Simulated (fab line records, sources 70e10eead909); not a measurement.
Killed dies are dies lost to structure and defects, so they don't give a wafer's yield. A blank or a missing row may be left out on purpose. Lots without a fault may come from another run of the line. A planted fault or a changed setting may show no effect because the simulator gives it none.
fab line records | flow nand_harc
record lots=5 wafers=15 last_day=33
route steps=1302 shown P_ZERO_WELL@19 END@1302
lots that met no fault: from a run of the same line without faults
start_h: hours from the record's first day to the start of the lot's first wafer shown | wait_h: hours since the lot's step before | " the same as in the row above | L1.1+2: a row that stands for several wafers | - no value, or no start given | * or withheld: withheld | < > ~ a bound
route shown NAME@n: a module of which the file shows steps, and the number in the route of the first | usual: mean/standard deviation of fault-free wafers | same: alike in all rows | chamber/n: place in a boat | sites: the reading at each site | _std_site: their standard deviation | _edge_site: outer sites' mean less inner sites' | radius_mm: how far each site lies from the wafer's centre | mask NAME#n: copy n | behind: the tool/chamber that last shaped the wafer | hold: why the lot was held/for how many hours/how that ended | device: the transistor (n, p or np) that didn't switch | end of line: the same wafers' tests at the end of the route | a step without rows: its recipe alone | killed: dies lost to structure and defects at the first sort, not the wafer's yield | map: a wafer's dies, x killed, . not, _ none there
set.NAME: the setting as run; set.NAME@STEP: as run at that earlier step | model.NAME: the simulator's own value behind a step, which no gauge read
lots at some steps of the route; a table a step, a row a wafer
services: from which hour (start_h, from the record's first day; less than 0 if before it) a tool's chamber was out of use, for how many hours, and why
## steps
# step NHARC_P_ZERO_WELL_ETCH_63
# recipe target_depth_a=1200 time_s=40.1 hbr_flow_sccm=150 cl2_flow_sccm=50 rf_w=400 icp_w=400 bias_w=100 chemistry=HBr/Cl2
# usual drypump_motor_current_A=5.6/0.48 oes_product_au=1.000/0.0096 throttle_valve_pct=26.405/0.0092
# columns lot.wafer tool chamber start_h wait_h drypump_motor_current_A oes_product_au rf_hours_counter_h throttle_valve_pct
L712.3 rie_si-05 3 61.66 - 5.8 1.002 0.55 26.407
L712.2 " 0 " " 5.2 0.998 0.65 26.397
L712.5 " 3 " " 5.8 0.994 - 26.402
L723.1 rie_si-03 3 171.57 - 6.4 0.998 0.63 26.406
L723.2 " 0 " " 4.9 1.000 0.64 26.397
L723.6 " 0 " " 4.9 0.996 - 26.415
L726.4 rie_si-05 0 201.54 - 5.3 0.997 0.39 26.408
L726.1 " 1 " " 6.6 1.002 0.36 26.389
L726.6 " 3 " " 5.8 0.993 - 26.413
L730.1 rie_si-03 3 241.63 - 6.4 0.997 0.06 26.405
L730.2 " 0 " " 4.9 1.019 0.06 26.391
L730.3 " 1 " " 5.1 1.009 0.11 26.397
L731.1 rie_si-03 2 251.55 - 5.6 1.027 0.25 26.426
L731.4 " 3 " " 6.4 0.997 0.15 26.408
L731.2 " 0 " " 4.9 1.011 0.12 26.409
# step NHARC_P_ZERO_WELL_STRIP_15
# recipe time_s=900 temp_c=130 chemistry=SPM
# step NHARC_P_ZERO_WELL_DEHYDRATE_16
# recipe temp_c=150 time_s=120
# step NHARC_P_ZERO_WELL_HMDS_17
# recipe time_s=30
# step NHARC_P_ZERO_WELL_COAT_18
# recipe spin_rpm=withheld
# step NHARC_P_ZERO_WELL_SOFTBAKE_19
# recipe temp_c=122 time_s=95
# step NHARC_P_ZERO_WELL_EBR_20
# step NHARC_P_ZERO_WELL_EXPOSE_21
# recipe na=0.6 target_cd_nm=720 dose_mj=22.31 mask_id=P_NWELL
# step NHARC_P_ZERO_WELL_PEB_22
# recipe peb_temp_c=118 peb_time_s=85
# step NHARC_P_ZERO_WELL_DEVELOP_23
# recipe time_s=70
# step NHARC_P_ZERO_WELL_CD_MEAS_24
# recipe target_cd_nm=720 landing_energy_ev=500
# usual cd_nm=719.2/1.4
# columns lot.wafer tool chamber start_h wait_h cd_nm
L712.2 cd_sem-03 0 62.58 - 719.5
L712.3 " 0 " " 720.4
L712.5 " 0 " " 719.0
L723.1 cd_sem-02 0 172.49 - 720.9
L723.2 " 0 " " 720.6
L723.6 " 0 " " 719.2
L726.1 cd_sem-01 0 202.33 - 721.2
L726.4 " 0 " " 718.4
L726.6 " 0 " " 719.0
L730.1 cd_sem-02 0 242.42 - 722.4
L730.2 " 0 " " 722.8
L730.3 " 0 " " 723.4
L731.1 cd_sem-03 0 252.46 - 719.1
L731.2 " 0 " " 719.6
L731.4 " 0 " " 720.9
# step NHARC_P_ZERO_WELL_HARDBAKE_25
# recipe temp_c=125 time_s=80
# step NHARC_P_ZERO_WELL_DESCUM_26
# recipe time_s=3 o2_flow_sccm=200 ar_flow_sccm=0 bias_power_w=0 chemistry=O2
# usual drypump_motor_current_A=5.6/0.47 oes_product_au=1.003/0.013 rf_vpp_V=57.7/0.82 run_length_s=24.0/0.32 showerhead_plenum_p_Torr=1.91/0.068 throttle_valve_pct=11.311/0.0092
# columns lot.wafer tool chamber start_h wait_h drypump_motor_current_A oes_product_au rf_hours_counter_h rf_vpp_V run_length_s showerhead_plenum_p_Torr throttle_valve_pct
L712.3 rie_diel-03 0 62.75 - 5.3 1.011 48 56.8 24.0 1.89 11.308
L712.2 " 2 " " 4.8 1.000 49 58.6 24.1 1.90 11.314
L712.5 " 0 " " 5.3 1.003 - 58.5 25.1 1.89 11.306
L723.2 rie_diel-09 1 172.65 - 5.7 0.983 7 58.0 24.1 1.92 11.308
L723.1 " 0 " " 5.7 0.987 7 57.0 23.8 1.90 11.312
L723.6 " 1 " " 5.7 0.979 - 58.4 24.1 1.92 11.319
L726.4 rie_diel-09 1 202.50 - 5.7 0.996 15 57.4 24.1 1.92 11.316
L726.1 " 3 " " 6.6 1.003 16 57.5 24.4 1.94 11.307
L726.6 " 0 " " 5.7 0.985 - 57.0 23.7 1.90 11.310
L730.2 rie_diel-08 3 242.58 - 5.0 1.015 15 57.6 23.8 1.96 11.303
L730.3 " 0 " " 5.6 1.014 14 58.9 23.4 1.96 11.309
L730.1 " 1 " " 5.5 0.986 12 58.0 23.8 2.06 11.309
L731.2 rie_diel-03 2 252.62 - 4.8 0.988 43 57.4 23.8 1.89 11.305
L731.1 " 3 " " 5.7 1.027 47 56.8 23.6 1.77 11.306
L731.4 " 0 " " 5.3 1.014 48 57.8 24.3 1.87 11.298
# step NHARC_P_ZERO_WELL_IMPLANT_27
# recipe energy_kev=600 dose_cm2=1e+13 tilt_deg=7
# step NHARC_END_SORT_01
# recipe temp_c=25
# usual killed_at_array=49/18 killed_at_other=0.7/1.1 killed_at_periphery=4.0/2.6 killed_dies=54/19 killed_open=3.4/1.7 killed_short=2.5/1.7
# same gross_dies=677
# columns lot.wafer tool chamber start_h wait_h killed_at_array killed_at_other killed_at_periphery killed_dies killed_open killed_short
L712.2 prober-02 0 591.10 2.8 58 0 2 60 3 3
L712.3 prober-02 0 591.89 3.1 68 0 7 75 6 1
L712.5 prober-02 0 593.47 3.7 26 0 2 28 5 1
L723.1 prober-02 0 692.44 2.5 50 1 1 52 6 3
L723.2 prober-02 0 693.24 2.8 44 1 3 48 5 0
L723.6 prober-02 0 696.43 4.0 49 0 3 52 3 1
L730.1 prober-02 0 782.68 2.5 60 0 5 65 3 1
L730.2 prober-02 0 783.49 2.8 49 0 6 55 4 1
L730.3 prober-02 0 784.30 3.1 50 0 4 54 1 1
L731.1 prober-01 0 790.54 2.6 28 0 9 37 3 5
L731.2 prober-01 0 791.35 2.9 22 0 1 23 4 2
L731.4 prober-01 0 792.97 3.5 25 0 4 29 6 2
# killed by level:class
L712.2 A_CHANNEL_HOLE_D2:chamber_film_flake=27 A_CHANNEL_HOLE_D1:chamber_film_flake=16 A_CONTACT:chamber_film_flake=3 P_GATE:chamber_film_flake=2 A_CHANNEL_FILL_D1:chamber_film_flake=2 A_DECK1_JOINT:chamber_film_flake=2 A_SOURCE_PLATE:geometric_particle:open=1 A_CHANNEL_HOLE_D1:geometric_particle:open=1
L712.3 A_CHANNEL_HOLE_D2:chamber_film_flake=34 A_CHANNEL_HOLE_D1:chamber_film_flake=14 A_CHANNEL_FILL_D1:chamber_film_flake=5 P_STI:chamber_film_flake=4 A_CONTACT:chamber_film_flake=4 A_DECK1_JOINT:chamber_film_flake=3 A_ONON_D1:geometric_particle:open=2 P_GATE:chamber_film_flake=2
L712.5 A_CHANNEL_HOLE_D2:chamber_film_flake=10 A_CHANNEL_HOLE_D1:chamber_film_flake=8 P_M1:geometric_particle:open=2 A_ONON_D2:geometric_particle:open=2 A_CHANNEL_FILL_D1:chamber_film_flake=2 A_CHANNEL_HOLE_D2:geometric_particle:open=1 A_SGD_CUT:geometric_particle:short=1 A_STAIRCASE:chamber_film_flake=1
L723.1 A_SLIT:chamber_film_flake=24 A_CONTACT:chamber_film_flake=7 A_CHANNEL_HOLE_D1:chamber_film_flake=4 A_WL_FILL:geometric_particle:short=2 A_M0:geometric_particle:open=2 A_DECK1_JOINT:chamber_film_flake=2 A_STAIRCASE:chamber_film_flake=2 A_SOURCE_PLATE:geometric_particle:open=1
L723.2 A_SLIT:chamber_film_flake=24 A_CHANNEL_HOLE_D1:chamber_film_flake=6 A_CONTACT:chamber_film_flake=5 A_ZERO_WELL:chamber_film_flake=2 A_STAIRCASE:chamber_film_flake=2 P_CONTACT:geometric_particle:open=1 A_CHANNEL_FILL_D1:geometric_particle:open=1 A_DECK1_JOINT:geometric_particle:open=1
L723.6 A_SLIT:chamber_film_flake=31 A_CONTACT:chamber_film_flake=7 A_CHANNEL_HOLE_D1:chamber_film_flake=5 A_STAIRCASE:chamber_film_flake=3 P_GATE:geometric_particle:short=1 P_GATE:geometric_particle:open=1 A_CHANNEL_FILL_D1:geometric_particle:open=1 A_CHANNEL_FILL_D2:geometric_particle:open=1
L730.1 A_SLIT:chamber_film_flake=26 A_CHANNEL_HOLE_D2:chamber_film_flake=19 A_CONTACT:chamber_film_flake=8 A_SGD_CUT:chamber_film_flake=5 P_STI:geometric_particle:open=1 P_GATE:geometric_particle:open=1 P_M0:geometric_particle:open=1 A_ONON_D1:geometric_particle:short=1
L730.2 A_SLIT:chamber_film_flake=23 A_CHANNEL_HOLE_D2:chamber_film_flake=13 A_CHANNEL_FILL_D1:chamber_film_flake=5 P_STI:chamber_film_flake=3 A_DECK1_JOINT:chamber_film_flake=2 A_SGD_CUT:chamber_film_flake=2 P_M0:geometric_particle:open=1 P_M1:geometric_particle:short=1
L730.3 A_CHANNEL_HOLE_D2:chamber_film_flake=21 A_SLIT:chamber_film_flake=16 A_CHANNEL_FILL_D1:chamber_film_flake=4 A_SGD_CUT:chamber_film_flake=3 A_CONTACT:chamber_film_flake=3 P_BONDPAD:geometric_particle:short=1 A_DECK1_JOINT:geometric_particle:open=1 P_ZERO_WELL:chamber_film_flake=1
L731.1 A_CONTACT:chamber_film_flake=12 A_SLIT:chamber_film_flake=7 P_BONDPAD:chamber_film_flake=3 P_M0:geometric_particle:short=2 A_DECK1_JOINT:geometric_particle:short=2 P_M0:geometric_particle:open=1 A_DECK1_JOINT:geometric_particle:open=1 A_SGD_CUT:geometric_particle:short=1
L731.2 A_CONTACT:chamber_film_flake=7 A_DECK1_JOINT:chamber_film_flake=3 A_SLIT:chamber_film_flake=3 A_CHANNEL_HOLE_D1:chamber_film_flake=2 A_DECK1_JOINT:geometric_particle:open=1 A_ONON_D2:geometric_particle:open=1 A_ONON_D2:geometric_particle:short=1 A_CHANNEL_FILL_D2:geometric_particle:open=1
L731.4 A_SLIT:chamber_film_flake=8 A_CONTACT:chamber_film_flake=6 A_STAIRCASE:chamber_film_flake=3 A_DECK1_JOINT:geometric_particle:open=2 P_CONTACT:geometric_particle:short=1 A_SOURCE_PLATE:geometric_particle:open=1 A_CHANNEL_FILL_D1:geometric_particle:short=1 A_CHANNEL_FILL_D1:geometric_particle:open=1
## services
# columns tool chamber start_h hours kind
rie_si-03 - 44.00 9.0 pm
rie_si-03 0 44.00 9.0 vent_cycle
rie_si-03 1 44.00 9.0 vent_cycle
rie_si-03 2 44.00 9.0 vent_cycle
rie_si-03 3 44.00 9.0 vent_cycle
rie_si-03 0 53.00 - clean
rie_si-03 1 53.00 - clean
rie_si-03 2 53.00 - clean
rie_si-03 - 55.42 28.9 repair
rie_diel-03 1 99.38 11.3 repair
rie_diel-03 - 104.56 9.0 pm
rie_diel-03 2 120.30 5.3 repair
rie_si-03 3 121.98 7.5 repair
rie_si-05 - 128.00 9.0 pm
rie_si-03 0 144.21 1.9 repair
rie_diel-09 - 144.42 9.0 pm
rie_diel-03 2 158.83 4.5 repair
rie_diel-08 1 167.67 7.6 repair
rie_diel-08 - 183.59 1.6 repair
rie_diel-08 - 191.20 9.0 pm
rie_diel-03 1 192.97 16.2 repair
rie_si-03 - 221.00 9.0 pm
rie_diel-09 1 225.39 4.6 repair
rie_diel-09 - 239.67 0.2 repair
## key
first_sign step=NHARC_P_ZERO_WELL_DESCUM_26 reading=run_length_s direction=up sigmas=3.5 usual=* struck=*
effect none on later readings
met_at NHARC_P_ZERO_WELL_DESCUM_26
struck_wafers L712.5
tester_left_out L712
fault kind=process_parameter_drift tool=rie_diel-03 chamber=- onset_h=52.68 steps=NHARC_P_ZERO_WELL_DESCUM_26 channel=time_s offset=* shape=step end_h=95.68 scope=struck_wafers_only acts_in=* stated=*
# tester_left_out: of these lots the tester's yield and bins aren't shown, on N5 and GAA mostly nor the transistor test; their killed dies are dies lost to structure and defects alone, not to doping, threshold or leakage, so they don't give the yield
